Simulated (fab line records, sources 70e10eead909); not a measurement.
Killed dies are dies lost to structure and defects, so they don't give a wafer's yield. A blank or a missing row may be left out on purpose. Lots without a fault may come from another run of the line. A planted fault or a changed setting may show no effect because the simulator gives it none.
fab line records | flow nand_harc
record lots=5 wafers=15 last_day=22
route steps=1159 shown P_ZERO_WELL@68 P_STI@69
lots that met no fault: from a run of the same line without faults
start_h: hours from the record's first day to the start of the lot's first wafer shown | wait_h: hours since the lot's step before | " the same as in the row above | L1.1+2: a row that stands for several wafers | - no value, or no start given | * or withheld: withheld | < > ~ a bound
route shown NAME@n: a module of which the file shows steps, and the number in the route of the first | usual: mean/standard deviation of fault-free wafers | same: alike in all rows | chamber/n: place in a boat | sites: the reading at each site | _std_site: their standard deviation | _edge_site: outer sites' mean less inner sites' | radius_mm: how far each site lies from the wafer's centre | mask NAME#n: copy n | behind: the tool/chamber that last shaped the wafer | hold: why the lot was held/for how many hours/how that ended | device: the transistor (n, p or np) that didn't switch | end of line: the same wafers' tests at the end of the route | a step without rows: its recipe alone | killed: dies lost to structure and defects at the first sort, not the wafer's yield | map: a wafer's dies, x killed, . not, _ none there
set.NAME: the setting as run; set.NAME@STEP: as run at that earlier step | model.NAME: the simulator's own value behind a step, which no gauge read
lots at some steps of the route; a table a step, a row a wafer
services: from which hour (start_h, from the record's first day; less than 0 if before it) a tool's chamber was out of use, for how many hours, and why
## steps
# step NHARC_P_ZERO_WELL_INSPECT_43
# usual raw_defect_count=14/6.9
# columns lot.wafer tool chamber start_h wait_h raw_defect_count
L605.1 defect_inspect-02 - 25.64 0.6 11
L605.4 " - " " 9
L605.6 " - " " 7
L606.4 defect_inspect-01 - 31.58 0.2 18
L606.5 " - " " 9
L606.6 " - " " 8
L607.1 defect_inspect-02 - 37.22 0.6 14
L607.4 " - " " 5
L607.6 " - " " 6
L613.2 defect_inspect-02 - 73.57 0.5 19
L613.3 " - " " 8
L613.4 " - " " 17
L618.1 defect_inspect-01 - 103.60 0.6 15
L618.2 " - " " 25
L618.4 " - " " 31
# step NHARC_P_STI_ETCH_26
# recipe target_depth_a=110 chemistry=dHF material=SiO2
# step NHARC_P_STI_PRECLEAN_27
# recipe time_s=* temp_c=50 bath_age_min=0 chemistry=SC1
# step NHARC_P_STI_SRD_28
# step NHARC_P_STI_OXIDE_29
# recipe target_thk_a=100 temp_c=900 ox_time_s=1362 material=SiO2
# step NHARC_P_STI_HM_DEP_30
# recipe target_thk_a=800 temp_c=790 pressure_mtorr=300 time_s=873 material=Si3N4
# step NHARC_P_STI_DEHYDRATE_01
# recipe temp_c=150 time_s=120
# step NHARC_P_STI_HMDS_02
# recipe time_s=30
# step NHARC_P_STI_COAT_41
# recipe temp_c=200 time_s=65
# step NHARC_P_STI_COAT_03
# recipe spin_rpm=2000 resist_thk_nm=600
# step NHARC_P_STI_SOFTBAKE_04
# recipe temp_c=125 time_s=70
# step NHARC_P_STI_EBR_05
# step NHARC_P_STI_EXPOSE_06
# recipe na=0.55 target_cd_nm=200 dose_mj=37.69 mask_id=P_STI
# same na=0.55
# columns lot.wafer tool chamber start_h wait_h mask
L605.1+4+6 krf_scanner-01 0 42.22 - P_STI#0
L606.4+5+6 krf_scanner-02 0 49.25 - P_STI#0
L607.1+4+6 krf_scanner-04 0 49.39 - P_STI#0
L613.2+3+4 krf_scanner-01 0 88.73 - P_STI#0
L618.1+2+4 krf_scanner-04 0 120.95 - P_STI#0
# step NHARC_P_STI_PEB_07
# recipe peb_temp_c=128 peb_time_s=80
# step NHARC_P_STI_DEVELOP_08
# recipe time_s=50 dev_temp_c=22
# step NHARC_P_STI_CD_MEAS_09
# recipe target_cd_nm=200 landing_energy_ev=500
# usual cd_nm=200.0/2.1
# columns lot.wafer tool chamber start_h wait_h cd_nm
L605.1 cd_sem-03 0 42.37 - 199.5
L605.4 " 0 " " 198.5
L605.6 " 0 " " 199.7
L606.4 cd_sem-03 0 49.39 - 204.2
L606.5 " 0 " " 203.1
L606.6 " 0 " " 202.7
L607.1 cd_sem-03 0 49.54 - 201.3
L607.4 " 0 " " 196.2
L607.6 " 0 " " 197.1
L613.2 cd_sem-02 0 88.88 - 195.9
L613.3 " 0 " " 200.3
L613.4 " 0 " " 198.6
L618.1 cd_sem-02 0 121.10 - 194.5
L618.2 " 0 " " 194.8
L618.4 " 0 " " 200.4
# step NHARC_P_STI_OVL_MEAS_10
# usual overlay_x_nm=2/5.7 overlay_y_nm=0/4.4
# columns lot.wafer tool chamber start_h wait_h overlay_x_nm overlay_y_nm
L605.1 overlay-01 - 42.45 - -1 -1
L605.4 " - " " -1 -1
L605.6 " - " " -1 0
L606.4 overlay-01 - 49.47 - 2 5
L606.5 " - " " 3 4
L606.6 " - " " 2 5
L607.1 overlay-01 - 49.63 - 0 4
L607.4 " - " " 0 3
L607.6 " - " " 0 3
L613.2 overlay-01 - 88.97 - 5 -1
L613.3 " - " " 5 -1
L613.4 " - " " 5 0
L618.1 overlay-01 - 121.19 - -5 0
L618.2 " - " " -6 0
L618.4 " - " " -5 0
# step NHARC_P_STI_INSPECT_11
# usual raw_defect_count=5/3.3
# columns lot.wafer tool chamber start_h wait_h raw_defect_count
L605.1 defect_inspect-01 - 42.49 0.0 7
L605.4 " - " " 2
L605.6 " - " " 5
L606.4 defect_inspect-02 - 49.51 0.0 3
L606.5 " - " " 3
L606.6 " - " " 3
L607.1 defect_inspect-01 - 49.67 0.0 7
L607.4 " - " " 4
L607.6 " - " " 9
L613.2 defect_inspect-02 - 89.01 0.0 4
L613.3 " - " " 2
L613.4 " - " " 8
L618.1 defect_inspect-02 - 121.23 0.0 3
L618.2 " - " " 13
L618.4 " - " " 3
# step NHARC_P_STI_HARDBAKE_13
# recipe temp_c=118 time_s=65
# step NHARC_P_STI_DESCUM_14
# recipe time_s=3 o2_flow_sccm=200 ar_flow_sccm=0 bias_power_w=0 chemistry=O2
# usual chamber_pressure_mTorr=60.00/0.058 drypump_motor_current_A=5.9/0.46 oes_product_au=1.002/0.0098 rf_vpp_V=57.7/0.91 showerhead_plenum_p_Torr=1.90/0.091 throttle_valve_pct=11.310/0.01
# same bias_power_w=0
# columns lot.wafer tool chamber start_h wait_h chamber_pressure_mTorr drypump_motor_current_A oes_product_au rf_hours_counter_h rf_vpp_V showerhead_plenum_p_Torr throttle_valve_pct model.P_STI.cd_nm
L605.1 rie_diel-06 3 42.64 - 59.95 6.6 1.012 4.9 58.2 1.91 11.324 200
L605.4 " 0 " " 60.02 5.6 0.988 5.1 58.6 2.06 11.304 198.5
L605.6 " 2 " " 59.90 5.7 0.999 - 56.6 1.79 11.334 199.6
L606.4 rie_diel-09 2 49.67 - 59.94 5.8 1.003 8.7 57.7 1.87 11.313 205.1
L606.6 " 3 " " 59.98 5.4 1.004 - 57.8 2.01 11.324 203.3
L606.5 " 0 " " 59.93 5.7 1.017 - 56.6 1.83 11.311 202.8
L607.1 rie_diel-13 3 49.81 - 60.00 6.6 1.003 2.7 56.9 1.95 11.313 201.6
L607.4 " 2 " " 59.99 5.9 1.004 2.9 57.5 1.81 11.320 196.5
L607.6 " 3 " " 60.00 6.6 1.005 - 57.2 1.95 11.308 197.3
L613.3 rie_diel-06 1 89.14 - 60.01 5.4 1.002 0.2 57.9 1.83 11.316 200.6
L613.4 " 2 " " 59.97 5.7 1.001 0.2 57.8 1.78 11.311 197.9
L613.2 " 0 " " 60.04 5.6 0.997 0.2 57.9 2.07 11.293 195.6
L618.1 rie_diel-06 2 121.36 - 60.01 5.7 1.016 1.5 57.2 1.78 11.320 194
L618.2 " 1 " " 60.08 5.3 0.999 1.6 57.7 1.83 11.309 194.8
L618.4 " 3 " " 60.09 6.6 1.004 - 57.6 1.90 11.309 199.9
# step NHARC_P_STI_ETCH_42
# recipe target_depth_a=800 overetch_a=240 time_s=61 ion_energy_ev=200 n2_flow_sccm=150 h2_flow_sccm=150 ar_flow_sccm=0 rf_w=400 bias_w=150 chemistry=N2/H2
# usual chamber_pressure_mTorr=30.001/0.025 drypump_motor_current_A=5.9/0.45 oes_product_au=1.003/0.0098 rf_vpp_V=430.0/2.8 showerhead_plenum_p_Torr=2.02/0.099 throttle_valve_pct=14.170/0.0093
# columns lot.wafer tool chamber start_h wait_h chamber_pressure_mTorr drypump_motor_current_A oes_product_au rf_hours_counter_h rf_vpp_V showerhead_plenum_p_Torr throttle_valve_pct
L605.4 rie_diel-06 3 43.23 0.6 30.049 6.6 1.012 5.0 431.2 2.03 14.178
L605.1 " 0 " " 30.031 5.6 0.997 5.1 433.3 2.21 14.162
L605.6 " 1 " " 29.995 5.3 0.998 - 428.1 1.95 14.174
L606.4 rie_diel-09 1 49.73 0.1 29.992 5.2 1.011 8.4 434.2 2.20 14.184
L606.6 " 0 " " 29.996 5.7 1.025 - 427.9 1.95 14.180
L606.5 " 1 " " 29.993 5.2 1.012 - 434.6 2.20 14.167
L607.4 rie_diel-13 3 49.89 0.1 30.015 6.6 1.017 2.7 432.1 2.08 14.176
L607.1 " 1 " " 30.009 6.0 0.991 2.7 432.0 2.07 14.178
L607.6 " 0 " " 29.981 6.1 1.010 - 428.4 1.96 14.174
L613.3 rie_diel-06 2 89.23 0.1 29.989 5.7 1.008 0.2 427.1 1.90 14.157
L613.2 " 3 " " 30.020 6.6 1.010 0.3 429.7 2.03 14.186
L613.4 " 0 " " 29.958 5.6 0.995 0.3 434.0 2.20 14.174
L618.2 rie_diel-06 1 121.46 0.1 30.003 5.3 0.996 1.6 428.5 1.95 14.173
L618.1 " 3 " " 30.017 6.6 1.001 1.6 429.5 2.03 14.170
L618.4 " 1 " " 30.022 5.4 1.002 - 427.5 1.95 14.188
# step NHARC_P_STI_ETCH_31
# recipe target_depth_a=1089 time_s=54.5 cf4_flow_sccm=100 chf3_flow_sccm=30 ar_flow_sccm=0 rf_w=500 bias_w=200 chemistry=CF4/CHF3
# usual chamber_pressure_mTorr=25.000/0.023 drypump_motor_current_A=5.9/0.45 oes_product_au=0.963/0.02 rf_vpp_V=370.2/2.5 showerhead_plenum_p_Torr=1.56/0.07 throttle_valve_pct=16.802/0.0094
# columns lot.wafer tool chamber start_h wait_h chamber_pressure_mTorr drypump_motor_current_A oes_product_au rf_hours_counter_h rf_vpp_V showerhead_plenum_p_Torr throttle_valve_pct
L605.1 rie_diel-06 3 - - 25.017 6.6 0.933 5.0 369.9 1.57 16.794
L605.4 " 0 " " 24.971 5.6 0.931 5.2 375.0 1.69 16.789
L605.6 " 0 " " 24.981 5.6 0.920 - 374.3 1.69 16.809
L606.4 rie_diel-09 3 - - 25.020 5.5 0.967 8.5 375.5 1.65 16.799
L606.6 " 2 " " 25.027 5.7 0.992 - 369.3 1.54 16.789
L606.5 " 3 " " 24.976 5.5 0.965 - 372.5 1.65 16.815
L607.4 rie_diel-13 0 - - 24.998 6.1 0.962 2.6 369.3 1.52 16.813
L607.1 " 1 " " 24.982 6.0 0.967 2.7 371.7 1.59 16.788
L607.6 " 0 " " 24.972 6.1 0.967 - 368.4 1.52 16.821
L613.3 rie_diel-06 1 - - 24.991 5.3 0.970 0.2 367.4 1.51 16.803
L613.2 " 2 " " 24.985 5.7 0.975 0.2 368.0 1.47 16.805
L613.4 " 3 " " 24.980 6.6 0.967 0.3 371.4 1.57 16.813
L618.1 rie_diel-06 2 - - 24.952 5.7 0.975 1.6 366.4 1.47 16.793
L618.2 " 1 " " 24.993 5.3 0.970 1.6 369.0 1.51 16.812
L618.4 " 1 " " 24.961 5.3 0.962 - 368.6 1.51 16.801
# step NHARC_P_STI_ETCH_15
# recipe target_depth_a=3000 taper_deg=4 time_s=100.1 hbr_flow_sccm=150 cl2_flow_sccm=50 rf_w=400 icp_w=400 bias_w=100 chemistry=HBr/Cl2
# usual chamber_pressure_mTorr=15.001/0.014 drypump_motor_current_A=5.8/0.37 he_backside_leak_sccm=2.67/0.27 oes_product_au=0.998/0.0092 throttle_valve_pct=26.406/0.0086
# columns lot.wafer tool chamber start_h wait_h chamber_pressure_mTorr drypump_motor_current_A he_backside_leak_sccm oes_product_au rf_hours_counter_h throttle_valve_pct model.P_STI.cd_nm
L605.4 rie_si-04 0 43.41 - 15.009 5.8 2.37 1.003 0.8 26.401 198.6
L605.1 " 3 " " 14.982 5.0 4.22 0.990 0.7 26.409 201
L605.6 " 1 " " 15.023 6.0 2.58 0.996 - 26.395 198.4
L606.4 rie_si-01 3 49.93 - 15.007 5.8 2.62 1.001 0.6 26.399 202.4
L606.5 " 2 " " 14.989 6.5 2.97 1.011 - 26.400 200.1
L606.6 " 3 " " 14.994 5.8 2.72 0.997 - 26.409 202.3
L607.4 rie_si-04 0 50.10 - 15.000 5.7 2.23 0.994 0.9 26.380 196.5
L607.1 " 3 " " 14.990 5.1 2.64 0.992 0.7 26.414 203.7
L607.6 " 0 " " 15.000 5.8 2.38 0.996 - 26.424 197.3
L613.3 rie_si-01 2 89.42 - 14.996 6.5 3.11 1.015 1.0 26.411 200.4
L613.2 " 3 " " 14.994 5.8 2.83 1.011 0.9 26.415 196.1
L613.4 " 0 " " 15.003 5.5 2.68 1.003 0.8 26.406 197.9
L618.4 rie_si-04 1 121.71 - 15.001 6.0 2.55 0.994 0.1 26.404 198.1
L618.2 " 2 " " 15.016 6.2 2.96 1.005 0.1 26.406 192.2
L618.1 " 0 " " 14.983 5.8 2.40 1.001 0.1 26.413 194.1
# step NHARC_P_STI_CD_MEAS_16
# usual cd_nm=199.2/2.4
# columns lot.wafer tool chamber start_h wait_h cd_nm
L605.1 cd_sem-03 - 43.57 - 200.8
L605.4 " - " " 198.6
L605.6 " - " " 198.3
L606.4 cd_sem-01 - 50.10 - 202.2
L606.5 " - " " 200.4
L606.6 " - " " 202.1
L607.1 cd_sem-01 - 50.27 - 204.0
L607.4 " - " " 196.6
L607.6 " - " " 197.2
L613.2 cd_sem-02 - 89.58 - 196.3
L613.3 " - " " 200.3
L613.4 " - " " 198.1
L618.1 cd_sem-03 - 121.88 - 194.2
L618.2 " - " " 192.1
L618.4 " - " " 198.1
# step NHARC_P_STI_OCD_MEAS_17
# usual trench_depth_nm=300/3.9 trench_foot_cd_nm=158.1/2.2
# columns lot.wafer tool chamber start_h wait_h trench_depth_nm trench_foot_cd_nm
L605.1 ocd-02 - 43.66 0.1 296 158.3
L605.4 " - " " 302 156.4
L605.6 " - " " 296 158.2
L606.4 ocd-01 - 50.18 0.1 301 161.7
L606.5 " - " " 305 160.2
L606.6 " - " " 301 160.7
L607.1 ocd-02 - 50.36 0.1 297 159.6
L607.4 " - " " 298 154.7
L607.6 " - " " 298 155.5
L613.2 ocd-01 - 89.67 0.1 303 153.9
L613.3 " - " " 306 157.6
L613.4 " - " " 300 157.0
L618.1 ocd-02 - 121.97 0.1 300 152.5
L618.2 " - " " 300 152.8
L618.4 " - " " 299 158.6
# step NHARC_P_STI_STRIP_19
# recipe time_s=900 temp_c=130 chemistry=SPM
## services
# columns tool chamber start_h hours kind
rie_diel-06 0 18.70 - clean
rie_diel-06 1 18.70 - clean
rie_diel-06 2 18.70 - clean
rie_diel-06 3 18.70 - clean
rie_si-01 3 31.66 3.5 repair
krf_scanner-02 - 38.00 4.0 pm
rie_diel-06 0 43.22 - clean
rie_diel-06 1 43.22 - clean
rie_diel-06 2 43.22 - clean
rie_diel-06 3 43.22 - clean
krf_scanner-04 - 47.12 0.4 repair
krf_scanner-01 - 56.08 1.3 repair
rie_diel-06 - 64.20 9.0 pm
rie_diel-06 0 64.20 9.0 vent_cycle
rie_diel-06 1 64.20 9.0 vent_cycle
rie_diel-06 2 64.20 9.0 vent_cycle
rie_diel-09 2 72.09 7.1 repair
rie_si-01 0 74.96 7.4 repair
rie_diel-09 - 77.10 9.0 pm
krf_scanner-01 - 84.00 4.0 pm
rie_diel-13 - 99.00 9.0 pm
rie_si-04 - 99.00 9.0 pm
rie_diel-09 3 105.47 5.6 repair
rie_diel-06 0 121.33 20.3 repair
## key
first_sign step=NHARC_P_STI_CD_MEAS_09 reading=cd_nm direction=down sigmas=2.5 usual=200.0 struck=194.7
effect step=NHARC_P_STI_CD_MEAS_16 reading=cd_nm direction=down sigmas=2.6 usual=199.2 struck=193.2
effect step=NHARC_P_STI_OCD_MEAS_17 reading=trench_foot_cd_nm direction=down sigmas=2.5 usual=158.1 struck=152.6
model_effect step=NHARC_P_STI_DESCUM_14 value=P_STI.cd_nm without=200.7 struck=194.4
model_effect step=NHARC_P_STI_ETCH_15 value=P_STI.cd_nm without=199.4 struck=193.1
met_at NHARC_P_STI_EXPOSE_06
struck_wafers L618.1,L618.2
tester_left_out L618
onset_between 49.39 120.95
fault kind=process_parameter_drift tool=krf_scanner-04 chamber=- onset_h=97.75 steps=NHARC_P_STI_EXPOSE_06 channel=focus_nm offset=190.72 shape=step end_h=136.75 scope=struck_wafers_only
# tester_left_out: of these lots the tester's yield and bins aren't shown, on N5 and GAA mostly nor the transistor test; their killed dies are dies lost to structure and defects alone, not to doping, threshold or leakage, so they don't give the yield
